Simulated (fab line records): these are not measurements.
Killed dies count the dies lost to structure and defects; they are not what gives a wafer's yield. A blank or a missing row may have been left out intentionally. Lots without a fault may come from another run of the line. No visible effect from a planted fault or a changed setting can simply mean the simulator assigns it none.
fab line records | flow nand-harc
record lots=14 | wafers=42 | last-day=33
route steps=1302 shown P_M0@275 P_M1@293
lots untouched by any fault: they come from a run of this same line in which no faults occurred
start-h: start of the lot's first displayed wafer, in hours after the record's first day | wait-h: time in hours since the lot's previous step | " same as the row above | L1.1+2: a single row standing in for several wafers | - value missing, or start not given | * or withheld: withheld | < > ~ a bound
route shown NAME@n: a module of which the file shows steps, and the number in the route of the first | usual: average and standard deviation across the fault-free wafers | same: alike in all rows | chamber/n: place in a boat | sites: readings site by site | _std_site: how widely they spread, as a standard deviation | _edge_site: mean of outer sites minus mean of inner sites | radius-mm: how far each site lies from the wafer's centre | mask NAME#n: copy n | behind: the most recent tool/chamber to have shaped the wafer | hold: the reason the lot was held/the length of the hold in hours/how it ended | device: the n, p or np transistor that did not switch | end of line: the same wafers' tests at the end of the route | for a step that has no rows: nothing shown but its recipe | killed: count of dies lost to structure and defects at first sort (not the wafer's yield) | map: shows each die of a wafer: x if killed, . if not, _ if none is there
set.NAME: the setting the step ran with; set.NAME@STEP: the setting that earlier step ran with | model.NAME: the simulator's own value behind a step, which no gauge read
steps of the route over a sample of lots; a table a step, a row a wafer
services: from which hour (start-h, from the record's first day; less than 0 if before it) a tool's chamber was out of use, for how many hours, and why
## steps
# step NHARC_P_M0_PVD_21
# recipe target-thk-a=300 | chamber-pressure-pa=5 | power-w=5000 | substrate-temp-c=30 | time-s=20.49 | material=Cu
# usual cathode-dc-power-W=5000.1/0.93 | throttle-valve-pct=30.1/1.1
lot.wafer | tool           | chamber | start-h | wait-h | cathode-dc-power-W | throttle-valve-pct
L468.1    | pvd-sputter-03 | -       | -       | -      | 5001.4             | 32.0
L468.4    | "              | -       | "       | "      | 4999.9             | 28.2
L468.6    | "              | -       | "       | "      | 4999.2             | 32.1
L469.2    | pvd-sputter-01 | -       | -       | -      | 4999.3             | 28.7
L469.1    | "              | -       | "       | "      | 5000.8             | 29.7
L469.5    | "              | -       | "       | "      | 4999.6             | 30.7
L470.2    | pvd-sputter-01 | -       | -       | -      | 5001.2             | 30.9
L470.5    | "              | -       | "       | "      | 5000.4             | 31.3
L470.6    | "              | -       | "       | "      | 4999.3             | 29.7
L472.1    | pvd-sputter-01 | -       | -       | -      | 5000.7             | 30.7
L472.3    | "              | -       | "       | "      | 5000.8             | 28.8
L472.6    | "              | -       | "       | "      | 4998.8             | 30.0
L475.3    | pvd-sputter-01 | -       | -       | -      | 4998.6             | 31.1
L475.4    | "              | -       | "       | "      | 4998.4             | 30.8
L475.2    | "              | -       | "       | "      | 5001.0             | 28.8
L476.3    | pvd-sputter-01 | -       | -       | -      | 4998.5             | 28.9
L476.5    | "              | -       | "       | "      | 4999.7             | 31.2
L476.6    | "              | -       | "       | "      | 5000.4             | 28.8
L477.2    | pvd-sputter-01 | -       | -       | -      | 5001.1             | 28.8
L477.1    | "              | -       | "       | "      | 4999.6             | 31.4
L477.4    | "              | -       | "       | "      | 4999.4             | 29.9
L478.1    | pvd-sputter-02 | -       | -       | -      | 4999.9             | 31.7
L478.3    | "              | -       | "       | "      | 4998.8             | 30.1
L478.5    | "              | -       | "       | "      | 4999.9             | 28.2
L480.2    | pvd-sputter-03 | -       | -       | -      | 5001.3             | 30.8
L480.1    | "              | -       | "       | "      | 5000.6             | 32.4
L480.6    | "              | -       | "       | "      | 5000.8             | 30.6
L485.2    | pvd-sputter-02 | -       | -       | -      | 5000.5             | 29.1
L485.4    | "              | -       | "       | "      | 5001.4             | 31.4
L485.5    | "              | -       | "       | "      | 4999.9             | 29.0
L488.2    | pvd-sputter-02 | -       | -       | -      | 5000.4             | 29.1
L488.4    | "              | -       | "       | "      | 4999.5             | 31.6
L488.5    | "              | -       | "       | "      | 5002.2             | 30.4
L489.2    | pvd-sputter-01 | -       | -       | -      | 5000.8             | 29.6
L489.1    | "              | -       | "       | "      | 5001.2             | 30.3
L489.5    | "              | -       | "       | "      | 5001.0             | 30.2
L491.1    | pvd-sputter-01 | -       | -       | -      | 5000.4             | 29.4
L491.2    | "              | -       | "       | "      | 5001.5             | 30.4
L491.3    | "              | -       | "       | "      | 4999.4             | 30.0
L490.3    | pvd-sputter-01 | -       | -       | -      | 5001.1             | 30.5
L490.5    | "              | -       | "       | "      | 4999.1             | 29.5
L490.6    | "              | -       | "       | "      | 5000.6             | 30.4
# step NHARC_P_M0_ANNEAL_30
# recipe temp-c=225 | time-s=90
# usual wafer_temp_C_max=225.76/0.23
lot.wafer | tool          | chamber | start-h | wait-h | wafer_temp_C_max
L468.1    | rtp-anneal-02 | 0       | 126.71  | -      | 225.91
L468.4    | "             | 0       | "       | "      | 225.95
L468.6    | "             | 0       | "       | "      | 225.86
L469.1    | rtp-anneal-01 | 0       | 130.59  | -      | 225.85
L469.2    | "             | 0       | "       | "      | 225.88
L469.5    | "             | 0       | "       | "      | 225.90
L470.2    | rtp-anneal-01 | 0       | 140.39  | 0.4    | 225.34
L470.5    | "             | 0       | "       | "      | 225.51
L470.6    | "             | 0       | "       | "      | 225.39
L472.1    | rtp-anneal-02 | 0       | 165.37  | 0.3    | 225.88
L472.3    | "             | 0       | "       | "      | 225.65
L472.6    | "             | 0       | "       | "      | 225.79
L475.2    | rtp-anneal-02 | 0       | 197.68  | 0.4    | 225.83
L475.3    | "             | 0       | "       | "      | 225.94
L475.4    | "             | 0       | "       | "      | 225.93
L476.3    | rtp-anneal-02 | 0       | 204.62  | -      | 226.03
L476.5    | "             | 0       | "       | "      | 225.62
L476.6    | "             | 0       | "       | "      | 225.67
L477.1    | rtp-anneal-02 | 0       | 214.60  | -      | 225.75
L477.2    | "             | 0       | "       | "      | 225.57
L477.4    | "             | 0       | "       | "      | 225.86
L478.1    | rtp-anneal-01 | 0       | 228.67  | 0.3    | 226.06
L478.3    | "             | 0       | "       | "      | 225.84
L478.5    | "             | 0       | "       | "      | 225.92
L480.1    | rtp-anneal-02 | 0       | 241.74  | 0.3    | 225.68
L480.2    | "             | 0       | "       | "      | 225.88
L480.6    | "             | 0       | "       | "      | 225.97
L485.2    | rtp-anneal-01 | 0       | 294.64  | -      | 225.83
L485.4    | "             | 0       | "       | "      | 225.46
L485.5    | "             | 0       | "       | "      | 225.41
L488.2    | rtp-anneal-02 | 0       | 324.49  | 0.3    | 225.79
L488.4    | "             | 0       | "       | "      | 225.38
L488.5    | "             | 0       | "       | "      | 225.69
L489.1    | rtp-anneal-01 | 0       | 329.38  | 0.3    | 225.65
L489.2    | "             | 0       | "       | "      | 225.45
L489.5    | "             | 0       | "       | "      | 225.39
L491.1    | rtp-anneal-02 | 0       | 348.76  | 0.3    | 225.83
L491.2    | "             | 0       | "       | "      | 225.71
L491.3    | "             | 0       | "       | "      | 225.58
L490.3    | rtp-anneal-02 | 0       | 349.61  | -      | 225.54
L490.5    | "             | 0       | "       | "      | 225.65
L490.6    | "             | 0       | "       | "      | 225.72
# step NHARC_P_M1_PEB_07
# recipe peb-temp-c=100 | peb-time-s=65
# usual heater-power-total-W=156.6/0.42 | plate-temp-C=100.03/0.14
lot.wafer | tool           | chamber | start-h | wait-h | heater-power-total-W | plate-temp-C
L468.1    | litho-track-01 | 0       | 128.87  | 0.1    | 156.0                | 100.12
L468.4    | "              | 0       | "       | "      | 156.1                | 99.85
L468.6    | "              | 0       | "       | "      | 157.1                | 99.95
L469.1    | litho-track-01 | 0       | 132.63  | 0.1    | 156.4                | 100.05
L469.2    | "              | 0       | "       | "      | 156.5                | 100.29
L469.5    | "              | 0       | "       | "      | 156.9                | 100.24
L470.2    | litho-track-06 | 0       | 142.52  | 0.1    | 157.0                | 99.86
L470.5    | "              | 0       | "       | "      | 157.1                | 99.85
L470.6    | "              | 0       | "       | "      | 156.4                | 100.06
L472.1    | litho-track-06 | 0       | 167.53  | 0.1    | 156.1                | 100.26
L472.3    | "              | 0       | "       | "      | 156.4                | 100.14
L472.6    | "              | 0       | "       | "      | 157.2                | 100.26
L475.2    | litho-track-06 | 0       | 199.78  | 0.1    | 157.1                | 100.02
L475.3    | "              | 0       | "       | "      | 156.1                | 100.24
L475.4    | "              | 0       | "       | "      | 156.0                | 100.13
L476.3    | litho-track-06 | 0       | 206.69  | 0.0    | 157.0                | 100.20
L476.5    | "              | 0       | "       | "      | 156.4                | 99.90
L476.6    | "              | 0       | "       | "      | 156.2                | 100.03
L477.1    | litho-track-04 | 0       | 216.74  | 0.1    | 156.6                | 99.93
L477.2    | "              | 0       | "       | "      | 157.1                | 100.00
L477.4    | "              | 0       | "       | "      | 156.6                | 100.14
L478.1    | litho-track-06 | 0       | 230.79  | 0.1    | 167.5                | 104.78
L478.3    | "              | 0       | "       | "      | 166.5                | 104.89
L478.5    | "              | 0       | "       | "      | 167.5                | 104.87
L480.1    | litho-track-06 | 0       | 243.85  | 0.1    | 166.6                | 104.93
L480.2    | "              | 0       | "       | "      | 167.5                | 104.95
L480.6    | "              | 0       | "       | "      | 167.1                | 105.19
L485.2    | litho-track-06 | 0       | 296.78  | 0.1    | 156.2                | 100.00
L485.4    | "              | 0       | "       | "      | 157.0                | 100.02
L485.5    | "              | 0       | "       | "      | 156.4                | 99.94
L488.2    | litho-track-06 | 0       | 326.57  | 0.1    | 156.0                | 100.08
L488.4    | "              | 0       | "       | "      | 157.0                | 100.10
L488.5    | "              | 0       | "       | "      | 156.0                | 99.92
L489.1    | litho-track-06 | 0       | 331.49  | 0.1    | 156.1                | 100.00
L489.2    | "              | 0       | "       | "      | 157.2                | 100.09
L489.5    | "              | 0       | "       | "      | 157.2                | 99.94
L491.1    | litho-track-01 | 0       | 350.77  | 0.1    | 156.5                | 100.03
L491.2    | "              | 0       | "       | "      | 157.2                | 100.05
L491.3    | "              | 0       | "       | "      | 157.1                | 100.13
L490.3    | litho-track-06 | 0       | 351.53  | 0.0    | 157.1                | 99.85
L490.5    | "              | 0       | "       | "      | 156.0                | 99.90
L490.6    | "              | 0       | "       | "      | 157.2                | 99.91
# step NHARC_P_M1_CD_MEAS_09
# recipe target-cd-nm=130 | landing-energy-ev=500
# usual cd-nm=129.9/0.86
lot.wafer | tool      | chamber | start-h | wait-h | cd-nm
L468.1    | cd-sem-02 | 0       | 128.95  | -      | 130.2
L468.4    | "         | 0       | "       | "      | 130.2
L468.6    | "         | 0       | "       | "      | 130.1
L469.1    | cd-sem-01 | 0       | 132.71  | -      | 130.7
L469.2    | "         | 0       | "       | "      | 131.6
L469.5    | "         | 0       | "       | "      | 130.0
L470.2    | cd-sem-03 | 0       | 142.61  | -      | 130.4
L470.5    | "         | 0       | "       | "      | 129.1
L470.6    | "         | 0       | "       | "      | 128.8
L472.1    | cd-sem-03 | 0       | 167.61  | -      | 130.9
L472.3    | "         | 0       | "       | "      | 129.5
L472.6    | "         | 0       | "       | "      | 130.0
L475.2    | cd-sem-02 | 0       | 199.86  | -      | 130.7
L475.3    | "         | 0       | "       | "      | 130.1
L475.4    | "         | 0       | "       | "      | 129.9
L476.3    | cd-sem-01 | 0       | 206.77  | -      | 129.5
L476.5    | "         | 0       | "       | "      | 129.2
L476.6    | "         | 0       | "       | "      | 129.9
L477.1    | cd-sem-02 | 0       | 216.82  | -      | 130.5
L477.2    | "         | 0       | "       | "      | 131.2
L477.4    | "         | 0       | "       | "      | 130.8
L478.1    | cd-sem-01 | 0       | 230.87  | -      | 144.2
L478.3    | "         | 0       | "       | "      | 145.2
L478.5    | "         | 0       | "       | "      | 145.0
L480.1    | cd-sem-02 | 0       | 243.92  | -      | 144.6
L480.2    | "         | 0       | "       | "      | 144.4
L480.6    | "         | 0       | "       | "      | 145.8
L485.2    | cd-sem-03 | 0       | 296.86  | -      | 130.0
L485.4    | "         | 0       | "       | "      | 129.1
L485.5    | "         | 0       | "       | "      | 129.8
L488.2    | cd-sem-03 | 0       | 326.65  | -      | 128.0
L488.4    | "         | 0       | "       | "      | 129.5
L488.5    | "         | 0       | "       | "      | 129.3
L489.1    | cd-sem-02 | 0       | 331.57  | -      | 129.9
L489.2    | "         | 0       | "       | "      | 128.7
L489.5    | "         | 0       | "       | "      | 129.1
L491.1    | cd-sem-02 | 0       | 350.85  | -      | 130.0
L491.2    | "         | 0       | "       | "      | 130.5
L491.3    | "         | 0       | "       | "      | 130.8
L490.3    | cd-sem-02 | 0       | 351.61  | -      | 129.7
L490.5    | "         | 0       | "       | "      | 128.7
L490.6    | "         | 0       | "       | "      | 129.8
# step NHARC_P_M1_CD_MEAS_16
# usual cd-nm=129.7/1.2
lot.wafer | tool      | chamber | start-h | wait-h | cd-nm
L468.1    | cd-sem-02 | -       | 129.44  | -      | 129.4
L468.4    | "         | -       | "       | "      | 129.5
L468.6    | "         | -       | "       | "      | 129.6
L469.1    | cd-sem-02 | -       | 133.20  | -      | 129.4
L469.2    | "         | -       | "       | "      | 129.6
L469.5    | "         | -       | "       | "      | 128.4
L470.2    | cd-sem-03 | -       | 143.10  | -      | 129.6
L470.5    | "         | -       | "       | "      | 128.6
L470.6    | "         | -       | "       | "      | 128.4
L472.1    | cd-sem-02 | -       | 168.09  | -      | 130.6
L472.3    | "         | -       | "       | "      | 130.7
L472.6    | "         | -       | "       | "      | 129.4
L475.2    | cd-sem-02 | -       | 200.35  | -      | 131.1
L475.3    | "         | -       | "       | "      | 130.5
L475.4    | "         | -       | "       | "      | 130.4
L476.3    | cd-sem-02 | -       | 207.26  | -      | 128.0
L476.5    | "         | -       | "       | "      | 128.6
L476.6    | "         | -       | "       | "      | 128.0
L477.1    | cd-sem-02 | -       | 217.31  | -      | 132.0
L477.2    | "         | -       | "       | "      | 131.4
L477.4    | "         | -       | "       | "      | 131.8
L478.1    | cd-sem-01 | -       | 231.37  | -      | 144.8
L478.3    | "         | -       | "       | "      | 146.5
L478.5    | "         | -       | "       | "      | 145.2
L480.1    | cd-sem-01 | -       | 244.46  | -      | 144.5
L480.2    | "         | -       | "       | "      | 145.5
L480.6    | "         | -       | "       | "      | 145.7
L485.2    | cd-sem-02 | -       | 297.36  | -      | 128.6
L485.4    | "         | -       | "       | "      | 127.3
L485.5    | "         | -       | "       | "      | 130.5
L488.2    | cd-sem-01 | -       | 327.19  | -      | 128.2
L488.4    | "         | -       | "       | "      | 129.0
L488.5    | "         | -       | "       | "      | 127.9
L489.1    | cd-sem-02 | -       | 332.10  | -      | 128.7
L489.2    | "         | -       | "       | "      | 127.6
L489.5    | "         | -       | "       | "      | 127.6
L491.1    | cd-sem-01 | -       | 351.33  | -      | 127.5
L491.2    | "         | -       | "       | "      | 130.2
L491.3    | "         | -       | "       | "      | 130.3
L490.3    | cd-sem-01 | -       | 352.10  | -      | 129.5
L490.5    | "         | -       | "       | "      | 128.7
L490.6    | "         | -       | "       | "      | 128.3
# step NHARC_P_M1_STRIP_18
# recipe power-w=1000 | n2-flow-sccm=150 | h2-flow-sccm=150 | ar-flow-sccm=0 | bias-w=0 | chemistry=N2/H2
# usual drypump-motor-current-A=5.7/0.36 | n2-flow-sccm=149.9/0.41 | oes-product-au=0.999/0.013 | rf-vpp-V=90.6/1 | showerhead-plenum-p-Torr=2.02/0.096 | throttle-valve-pct=14.172/0.0089
lot.wafer | tool        | chamber | start-h | wait-h | drypump-motor-current-A | n2-flow-sccm | oes-product-au | rf-hours-counter-h | rf-vpp-V | showerhead-plenum-p-Torr | throttle-valve-pct
L468.4    | rie-diel-06 | 3       | 129.51  | 0.1    | 4.8                     | 149.6        | 0.987          | 55                 | 89.2     | 1.94                     | 14.188
L468.1    | "           | 1       | "       | "      | 5.4                     | 150.4        | 1.025          | 58                 | 89.9     | 1.90                     | 14.172
L468.6    | "           | 3       | "       | "      | 4.8                     | 149.5        | 0.972          | -                  | 89.1     | 1.94                     | 14.160
L469.2    | rie-diel-03 | 2       | 133.28  | 0.1    | 6.2                     | 150.0        | 0.986          | 1                  | 90.2     | 2.05                     | 14.174
L469.1    | "           | 3       | "       | "      | 5.8                     | 150.5        | 1.006          | 1                  | 93.2     | 2.21                     | 14.180
L469.5    | "           | 2       | "       | "      | 6.2                     | 149.2        | 0.991          | -                  | 90.5     | 2.05                     | 14.182
L470.2    | rie-diel-07 | 2       | 143.20  | 0.1    | 6.3                     | 149.5        | 0.983          | 1                  | 89.0     | 1.96                     | 14.173
L470.6    | "           | 1       | "       | "      | 5.6                     | 150.4        | 1.024          | -                  | 90.5     | 1.89                     | 14.168
L470.5    | "           | 2       | "       | "      | 6.3                     | 150.2        | 0.984          | -                  | 90.2     | 1.96                     | 14.179
L472.3    | rie-diel-03 | 1       | 168.17  | 0.1    | 5.4                     | 149.5        | 0.997          | 3                  | 90.3     | 2.00                     | 14.168
L472.1    | "           | 2       | "       | "      | 6.2                     | 150.0        | 1.000          | 3                  | 90.6     | 2.05                     | 14.184
L472.6    | "           | 3       | "       | "      | 5.8                     | 149.9        | 0.983          | -                  | 91.8     | 2.21                     | 14.185
L475.3    | rie-diel-03 | 0       | 200.43  | 0.1    | 5.4                     | 149.8        | 1.015          | 4                  | 90.5     | 2.14                     | 14.166
L475.2    | "           | 1       | "       | "      | 5.4                     | 149.8        | 0.988          | 5                  | 90.1     | 2.00                     | 14.168
L475.4    | "           | 3       | "       | "      | 5.8                     | 149.6        | 0.996          | 5                  | 93.4     | 2.21                     | 14.174
L476.3    | rie-diel-07 | 3       | 207.33  | 0.1    | 5.4                     | 150.7        | 0.977          | 7                  | 91.1     | 2.05                     | 14.168
L476.6    | "           | 3       | "       | "      | 5.4                     | 150.1        | 0.990          | -                  | 90.9     | 2.05                     | 14.171
L476.5    | "           | 0       | "       | "      | 5.7                     | 150.5        | 0.997          | -                  | 88.4     | 1.91                     | 14.158
L477.1    | rie-diel-03 | 1       | 217.39  | 0.1    | 5.5                     | 149.1        | 0.996          | 6                  | 90.1     | 2.00                     | 14.165
L477.2    | "           | 0       | "       | "      | 5.4                     | 149.9        | 1.015          | 5                  | 90.9     | 2.14                     | 14.163
L477.4    | "           | 2       | "       | "      | 6.2                     | 149.9        | 1.008          | -                  | 90.3     | 2.05                     | 14.175
L478.1    | rie-diel-07 | 2       | 231.50  | 0.1    | 6.3                     | 149.9        | 0.992          | 9                  | 90.2     | 1.96                     | 14.161
L478.3    | "           | 3       | "       | "      | 5.4                     | 149.4        | 0.990          | 9                  | 91.0     | 2.05                     | 14.172
L478.5    | "           | 0       | "       | "      | 5.7                     | 149.8        | 0.989          | -                  | 90.3     | 1.91                     | 14.179
L480.2    | rie-diel-07 | 0       | 244.53  | 0.1    | 5.6                     | 149.6        | 0.990          | 10                 | 89.3     | 1.91                     | 14.180
L480.1    | "           | 2       | "       | "      | 6.4                     | 149.7        | 1.014          | 11                 | 90.0     | 1.96                     | 14.184
L480.6    | "           | 0       | "       | "      | 5.7                     | 150.0        | 0.999          | -                  | 88.8     | 1.91                     | 14.167
L485.4    | rie-diel-06 | 1       | 297.43  | 0.1    | 5.4                     | 150.2        | 1.009          | 63                 | 89.4     | 1.88                     | 14.167
L485.2    | "           | 0       | "       | "      | 6.0                     | 149.4        | 1.017          | 60                 | 90.5     | 1.98                     | 14.157
L485.5    | "           | 2       | "       | "      | 5.5                     | 149.5        | 1.005          | -                  | 90.5     | 1.99                     | 14.155
L488.2    | rie-diel-03 | 1       | 327.33  | 0.1    | 5.4                     | 149.2        | 0.994          | 2                  | 89.9     | 2.00                     | 14.178
L488.4    | "           | 2       | "       | "      | 6.2                     | 149.6        | 0.995          | -                  | 91.3     | 2.05                     | 14.168
L488.5    | "           | 1       | "       | "      | 5.4                     | 149.3        | 0.989          | -                  | 90.4     | 2.00                     | 14.180
L489.2    | rie-diel-03 | 1       | 332.21  | 0.1    | 5.4                     | 149.7        | 0.997          | 2                  | 90.6     | 2.00                     | 14.174
L489.1    | "           | 2       | "       | "      | 6.2                     | 149.6        | 0.985          | 2                  | 91.3     | 2.05                     | 14.168
L489.5    | "           | 2       | "       | "      | 6.2                     | 149.3        | 0.984          | -                  | 92.0     | 2.05                     | 14.175
L491.3    | rie-diel-07 | 2       | 351.41  | 0.1    | 6.3                     | 150.4        | 0.990          | 5                  | 87.9     | 1.96                     | 14.166
L491.2    | "           | 3       | "       | "      | 5.4                     | 150.0        | 0.975          | 5                  | 88.9     | 2.05                     | 14.181
L491.1    | "           | 0       | "       | "      | 5.6                     | 150.0        | 1.000          | 5                  | 89.8     | 1.90                     | 14.171
L490.3    | rie-diel-03 | 3       | 352.25  | 0.1    | 5.8                     | 150.0        | 1.006          | 3                  | 91.3     | 2.20                     | 14.188
L490.5    | "           | 0       | "       | "      | 5.4                     | 149.7        | 1.026          | -                  | 91.7     | 2.14                     | 14.166
L490.6    | "           | 1       | "       | "      | 5.5                     | 149.6        | 0.993          | -                  | 88.6     | 2.00                     | 14.172
## services
tool           | chamber | start-h | hours | kind
rie-diel-03    | -       | 104.30  | 9.0   | pm
pvd-sputter-02 | -       | 105.59  | 10.0  | pm
rie-diel-06    | 0       | 115.46  | 3.3   | repair
rie-diel-07    | -       | 117.20  | 9.0   | pm
rie-diel-06    | -       | 130.20  | 9.0   | pm
rtp-anneal-01  | -       | 141.27  | 3.8   | repair
litho-track-01 | -       | 155.00  | 7.0   | pm
rie-diel-03    | 0       | 167.50  | 3.0   | repair
pvd-sputter-03 | -       | 170.00  | 10.0  | pm
litho-track-06 | -       | 179.00  | 7.0   | pm
pvd-sputter-03 | -       | 207.45  | 4.8   | repair
rie-diel-03    | 3       | 208.75  | 21.2  | repair
pvd-sputter-01 | -       | 226.00  | 10.0  | pm
rie-diel-07    | 1       | 240.25  | 22.2  | repair
pvd-sputter-02 | -       | 248.26  | 4.3   | repair
rie-diel-03    | -       | 250.18  | 1.0   | repair
rie-diel-06    | 3       | 257.68  | 4.5   | repair
rie-diel-06    | -       | 267.75  | 0.9   | repair
rie-diel-03    | 0       | 271.41  | 5.2   | repair
rie-diel-03    | -       | 281.30  | 9.0   | pm
pvd-sputter-02 | -       | 283.59  | 10.0  | pm
rie-diel-07    | -       | 294.20  | 9.0   | pm
rie-diel-03    | 3       | 320.88  | 14.5  | repair
litho-track-01 | -       | 330.00  | 7.0   | pm
## key
first-sign step=NHARC_P_M1_PEB_07 | reading=plate-temp-C | direction=up | sigmas=36 | usual=* | struck=*
effect step=NHARC_P_M1_PEB_07 | reading=heater-power-total-W | direction=up | sigmas=25 | usual=* | struck=*
effect step=NHARC_P_M1_CD_MEAS_09 | reading=cd-nm | direction=up | sigmas=17 | usual=129.9 | struck=144.9
effect step=NHARC_P_M1_CD_MEAS_16 | reading=cd-nm | direction=up | sigmas=14 | usual=129.7 | struck=145.4
met-at NHARC_P_M1_PEB_07
struck-lots L478,L480
sort-left-out L478.1,L478.3,L478.5,L480.1,L480.2,L480.6
not-acting-at NHARC_P_M0_PVD_21,NHARC_P_M0_ANNEAL_30,NHARC_P_M1_STRIP_18
onset-between 206.69 230.79
fault kind=process-parameter-drift | tool=litho-track-06 | chamber=- | onset-h=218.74 | steps=NHARC_P_M1_PEB_07 | channel=peb-temp-c | offset=* | shape=step | end-h=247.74 | acts-in=* | stated=*
# sort-left-out: the simulated sort isn't trusted on such a fault, so these wafers' sort isn't shown, and their yield isn't known
